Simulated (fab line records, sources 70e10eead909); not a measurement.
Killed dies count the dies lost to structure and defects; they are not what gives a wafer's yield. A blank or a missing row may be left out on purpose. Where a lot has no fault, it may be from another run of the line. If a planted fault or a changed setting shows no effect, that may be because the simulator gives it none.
Chamber matching || flow nand harc || rie diel-07 running NHARC_A_STAIRCASE_TRIM_229: 4 sister chambers
The step chemistry O2, time 211.2 s. 16 wafers are shown with their chamber, then 8 later ones without.

## WAFERS WITH THEIR CHAMBER
{"wafer": "L076.1", "chamber": 3, "drypump motor current A (A)": 5.9, "showerhead plenum p Torr (Torr)": 3.66, "rf vpp V (V)": 57.9}
{"wafer": "L076.2", "chamber": 0, "drypump motor current A (A)": 5.1, "showerhead plenum p Torr (Torr)": 3.50, "rf vpp V (V)": 57.7}
{"wafer": "L076.6", "chamber": 3, "drypump motor current A (A)": 5.9, "showerhead plenum p Torr (Torr)": 3.66, "rf vpp V (V)": 56.6}
{"wafer": "L079.2", "chamber": 2, "drypump motor current A (A)": 5.7, "showerhead plenum p Torr (Torr)": 3.33, "rf vpp V (V)": 57.8}
{"wafer": "L079.4", "chamber": 3, "drypump motor current A (A)": 5.9, "showerhead plenum p Torr (Torr)": 3.65, "rf vpp V (V)": 57.5}
{"wafer": "L079.5", "chamber": 1, "drypump motor current A (A)": 6.1, "showerhead plenum p Torr (Torr)": 3.50, "rf vpp V (V)": 58.1}
{"wafer": "L083.3", "chamber": 2, "drypump motor current A (A)": 5.7, "showerhead plenum p Torr (Torr)": 3.32, "rf vpp V (V)": 56.7}
{"wafer": "L083.4", "chamber": 0, "drypump motor current A (A)": 5.1, "showerhead plenum p Torr (Torr)": 3.48, "rf vpp V (V)": 57.6}
{"wafer": "L083.6", "chamber": 2, "drypump motor current A (A)": 5.7, "showerhead plenum p Torr (Torr)": 3.32, "rf vpp V (V)": 56.5}
{"wafer": "L088.3", "chamber": 1, "drypump motor current A (A)": 6.0, "showerhead plenum p Torr (Torr)": 3.49, "rf vpp V (V)": 58.5}
{"wafer": "L088.4", "chamber": 3, "drypump motor current A (A)": 5.9, "showerhead plenum p Torr (Torr)": 3.63, "rf vpp V (V)": 59.3}
{"wafer": "L088.5", "chamber": 3, "drypump motor current A (A)": 5.9, "showerhead plenum p Torr (Torr)": 3.63, "rf vpp V (V)": 58.1}
{"wafer": "L090.3", "chamber": 1, "drypump motor current A (A)": 6.0, "showerhead plenum p Torr (Torr)": 3.48, "rf vpp V (V)": 58.4}
{"wafer": "L090.4", "chamber": 0, "drypump motor current A (A)": 5.1, "showerhead plenum p Torr (Torr)": 3.47, "rf vpp V (V)": 57.2}
{"wafer": "L090.6", "chamber": 0, "drypump motor current A (A)": 5.1, "showerhead plenum p Torr (Torr)": 3.47, "rf vpp V (V)": 57.3}
{"wafer": "L093.4", "chamber": 2, "drypump motor current A (A)": 5.7, "showerhead plenum p Torr (Torr)": 3.30, "rf vpp V (V)": 56.7}

SIGNATURES (means of the wafers above)
{"reading": "drypump motor current A", "chamber 0": 5.100, "chamber 1": 6.033, "chamber 2": 5.700, "chamber 3": 5.900, "scatter within a chamber": 0.0236}
{"reading": "showerhead plenum p Torr", "chamber 0": 3.4800, "chamber 1": 3.4900, "chamber 2": 3.3175, "chamber 3": 3.6460, "scatter within a chamber": 0.0135}
{"reading": "rf vpp V", "chamber 0": 57.450, "chamber 1": 58.333, "chamber 2": 56.925, "chamber 3": 57.880, "scatter within a chamber": 0.655}
Rule: for each reading, subtract the chamber's mean from the wafer's reading, divide by that reading's scatter and square the result; add these up over the readings and take the root, which gives the wafer's distance from the chamber. If the next closest chamber is less than 2 further off than the closest, the wafer can't be placed; otherwise it belongs to the closest. The scatter is the square root of a quotient: the sum, over the shown wafers, of each reading's squared deviation from its chamber's mean, divided by wafers minus chambers.

## WAFERS WITHOUT THEIR CHAMBER
{"wafer": "L093.5", "drypump motor current A (A)": 5.7, "showerhead plenum p Torr (Torr)": 3.30, "rf vpp V (V)": 58.2}
{"wafer": "L093.6", "drypump motor current A (A)": 6.0, "showerhead plenum p Torr (Torr)": 3.48, "rf vpp V (V)": 58.7}
{"wafer": "L096.2", "drypump motor current A (A)": 5.7, "showerhead plenum p Torr (Torr)": 3.30, "rf vpp V (V)": 58.7}
{"wafer": "L096.5", "drypump motor current A (A)": 5.9, "showerhead plenum p Torr (Torr)": 3.62, "rf vpp V (V)": 58.2}
{"wafer": "L096.6", "drypump motor current A (A)": 6.0, "showerhead plenum p Torr (Torr)": 3.47, "rf vpp V (V)": 57.8}
{"wafer": "L097.2", "drypump motor current A (A)": 6.0, "showerhead plenum p Torr (Torr)": 3.47, "rf vpp V (V)": 57.7}
{"wafer": "L097.3", "drypump motor current A (A)": 5.7, "showerhead plenum p Torr (Torr)": 3.30, "rf vpp V (V)": 58.0}
{"wafer": "L097.5", "drypump motor current A (A)": 5.7, "showerhead plenum p Torr (Torr)": 3.30, "rf vpp V (V)": 56.9}

## WHICH CHAMBER EACH WENT THROUGH
{"wafer": "L093.5", "from the rows above": 2, "in truth": 2}
{"wafer": "L093.6", "from the rows above": 1, "in truth": 1}
{"wafer": "L096.2", "from the rows above": 2, "in truth": 2}
{"wafer": "L096.5", "from the rows above": 3, "in truth": 3}
{"wafer": "L096.6", "from the rows above": 1, "in truth": 1}
{"wafer": "L097.2", "from the rows above": 1, "in truth": 1}
{"wafer": "L097.3", "from the rows above": 2, "in truth": 2}
{"wafer": "L097.5", "from the rows above": 2, "in truth": 2}
Placed correctly: 8 of 8. Can't be placed from these rows: 0. Wrongly placed: 0.
